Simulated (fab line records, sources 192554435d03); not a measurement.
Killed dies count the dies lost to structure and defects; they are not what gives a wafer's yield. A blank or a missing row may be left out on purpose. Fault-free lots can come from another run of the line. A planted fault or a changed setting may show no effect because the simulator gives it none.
Matching of chambers | flow n5Finfet | 4 sister chambers for N5_GATE_CUT_SAC_CAP_01 on aldSin-03
The step material SiNx, target thk 24 nm, pulse time 1 s, ald cycles 480. 8 wafers are shown with their chamber, then 8 later ones without.

## WAFERS PAIRED WITH THEIR CHAMBERS
wafer  | chamber | heaterPowerOuterW (W) | heaterPowerW (W)
L081.6 | 0       | 428                   | 755
L082.2 | 1       | 588                   | 907
L082.5 | 1       | 589                   | 921
L082.6 | 2       | 480                   | 784
L087.3 | 3       | 474                   | 763
L087.5 | 3       | 463                   | 772
L087.6 | 0       | 427                   | 740
L088.1 | 2       | 492                   | 816

## WAFERS WHOSE CHAMBER IS MISSING
wafer  | heaterPowerOuterW (W) | heaterPowerW (W)
L088.3 | 471                   | 796
L088.4 | 564                   | 916
L094.2 | 525                   | 863
L094.4 | 416                   | 713
L094.6 | 411                   | 701
L096.2 | 488                   | 794
L096.4 | 417                   | 712
L096.6 | 493                   | 789

## CHAMBER TAKEN BY EACH
wafer  | from the rows above     | in truth
L088.3 | can't be placed: 3 or 2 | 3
L088.4 | 1                       | 1
L094.2 | 2                       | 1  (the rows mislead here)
L094.4 | 0                       | 0
L094.6 | 0                       | 0
L096.2 | 2                       | 2
L096.4 | 0                       | 0
L096.6 | 2                       | 2
Correctly placed: 6 of 8. Cannot be placed on the basis of these rows: 1; the candidates contain the true chamber in 1. Wrongly placed: 1.
How it was worked out, from the rows above alone: a wafer's distance from a chamber is the root of the sum, over the readings, of the square of ((its reading less the chamber's mean) divided by the reading's scatter). If the next closest chamber is less than 2 further off than the closest, the wafer can't be placed; otherwise it belongs to the closest. The mean given for a chamber averages the wafers shown for that chamber. How the scatter is found: for the shown wafers, subtract from each reading the mean of its chamber, square and add these, divide the total by (wafers less chambers), then take the root.
